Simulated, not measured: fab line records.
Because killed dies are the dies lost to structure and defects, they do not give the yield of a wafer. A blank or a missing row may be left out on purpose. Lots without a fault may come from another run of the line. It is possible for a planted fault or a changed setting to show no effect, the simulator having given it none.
Split-lot study | flow n5-finfet | 7 lots, 21 wafers read, on a route of 1938 steps

THE SPLIT
At N5_DUMMY_GATE_COAT_34 (time 60 s, resist thk 60 nm), the setting spin-rpm was moved away from the recipe's 1500 rpm on 9 of the 21 wafers read, by -10.4% to +4.9%. This setting was run at the recipe's value on the other wafers.

FROM THE SPLIT TO THE READING: what the file shows between them, 9 steps
- N5_DUMMY_GATE_COAT_09: resist thk 30 nm (also split here: spin-rpm)
- N5_DUMMY_GATE_EBR_11
- N5_DUMMY_GATE_SOFTBAKE_10: time 60 s
- N5_DUMMY_GATE_EXPOSE_12: exposes mask GATE, target cd 25 nm
- N5_DUMMY_GATE_PEB_13: peb time 60 s
- N5_DUMMY_GATE_DEVELOP_14: develop time 30 s
- N5_DUMMY_GATE_DESCUM_20: chemistry O2, time 6.2 s
- N5_DUMMY_GATE_ETCH_29: etches underlayer in N2/H2, target depth 13 nm
- N5_DUMMY_GATE_ETCH_36: etches SiARC in CF4, target depth 13 nm

THE READING
etch.depth-nm (the simulator's own value, which no gauge read), in nm, at N5_DUMMY_GATE_ETCH_37 (etches SOC in N2/H2, target depth 60 nm, overetch 30 nm). There is no usual value for it anywhere in the file. Here, 12 wafers ran the recipe; their average is 59.92 nm with a standard deviation of 0.21 nm.

wafer  | tool, chamber at the split | spin-rpm as run, rpm | against the recipe | etch.depth-nm, nm | against lot-mates on the recipe
L075.1 | litho-track-04, 0          | 1500                 | recipe             | 59.89             | -
L075.2 | litho-track-04, 0          | 1571                 | +4.7%              | 58.69             | -1.20
L075.5 | litho-track-04, 0          | 1571                 | +4.7%              | 58.63             | -1.26
L082.1 | litho-track-05, 0          | 1500                 | recipe             | 59.91             | -
L082.2 | litho-track-05, 0          | 1500                 | recipe             | 60.07             | -
L082.4 | litho-track-05, 0          | 1500                 | recipe             | 59.94             | -
L087.3 | litho-track-04, 0          | 1500                 | recipe             | 59.6              | -
L087.5 | litho-track-04, 0          | 1500                 | recipe             | 59.66             | -
L087.6 | litho-track-04, 0          | 1500                 | recipe             | 59.56             | -
L090.4 | litho-track-04, 0          | 1500                 | recipe             | 60.17             | -
L090.5 | litho-track-04, 0          | 1392                 | -7.2%              | 62.49             | +2.40
L090.6 | litho-track-04, 0          | 1500                 | recipe             | 60.02             | -
L091.3 | litho-track-03, 0          | 1344                 | -10.4%             | 63.53             | +3.42
L091.4 | litho-track-03, 0          | 1500                 | recipe             | 60.11             | -
L091.5 | litho-track-03, 0          | 1344                 | -10.4%             | 63.36             | +3.25
L092.1 | litho-track-03, 0          | 1500                 | recipe             | 60.23             | -
L092.4 | litho-track-03, 0          | 1370                 | -8.7%              | 62.75             | +2.52
L092.5 | litho-track-03, 0          | 1370                 | -8.7%              | 62.87             | +2.64
L097.3 | litho-track-05, 0          | 1500                 | recipe             | 59.84             | -
L097.4 | litho-track-05, 0          | 1573                 | +4.9%              | 58.44             | -1.40
L097.5 | litho-track-05, 0          | 1573                 | +4.9%              | 58.44             | -1.40

FIT RESULTS
A straight line over all 21 wafers: etch.depth-nm changes by -0.326 nm for each +1% of spin-rpm; r = -0.99; the points scatter about the line by 0.2 nm.
The same after taking each lot's own level away (the mean of its wafers on the recipe; 21 wafers): -0.304 nm for each +1%; r = -1.00; scatter 0.11 nm.
Per that fit: largest spin-rpm move, reading shift of 3.2 nm.
The span of the lots' own levels, 59.607 to 60.230 nm, comes to 3.0 times the standard deviation stated above.
The two slopes are in agreement: the lot-to-lot level therefore moves the slope only a little.
Check: with one of the wafers moved furthest among these (-10.4%) left out of the fit, the line predicts +3.15 nm for it against its lot-mates. Against them it came out at +3.42 nm.

THE OTHER SPLITS THESE WAFERS WENT THROUGH
Note: prior to the reading, these wafers also went through further splits. Each is held against what the fit with the lots' levels taken away leaves over:
other split on the same wafers        | wafers away from the commonest value | r with etch.depth-nm (lot level and that fit taken away)
N5_WELL_APT_PEB_06 peb-time-s         | 6                                    | -0.39
N5_WELL_APT_DESCUM_13 time-s          | 6                                    | -0.12
N5_FIN_SAQP_PECVD_06 time-s           | 3                                    | +0.51
N5_FIN_SAQP_DEVELOP_15 develop-time-s | 7                                    | +0.05
N5_DUMMY_GATE_COAT_09 spin-rpm        | 8                                    | -0.30

THE WHOLE CHAIN: every reading that the file lists as answering this split, in the file's order
step                  | what it does                                            | reading                                                                           | change (the file's fit)               | r (the file's)
N5_DUMMY_GATE_COAT_34 | time 60 s, resist thk 60 nm                             | SOC_of_DUMMY_GATE_COAT_34.thk-nm (the simulator's own value, which no gauge read) | -0.306 nm for each +1% of the setting | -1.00
N5_DUMMY_GATE_ETCH_37 | etches SOC in N2/H2, target depth 60 nm, overetch 30 nm | etch.depth-nm (the simulator's own value, which no gauge read)                    | -0.309 nm for each +1% of the setting | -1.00

THE FILE'S OWN FIT
etch.depth-nm changes by -0.309 nm for each +1% of spin-rpm, r = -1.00.
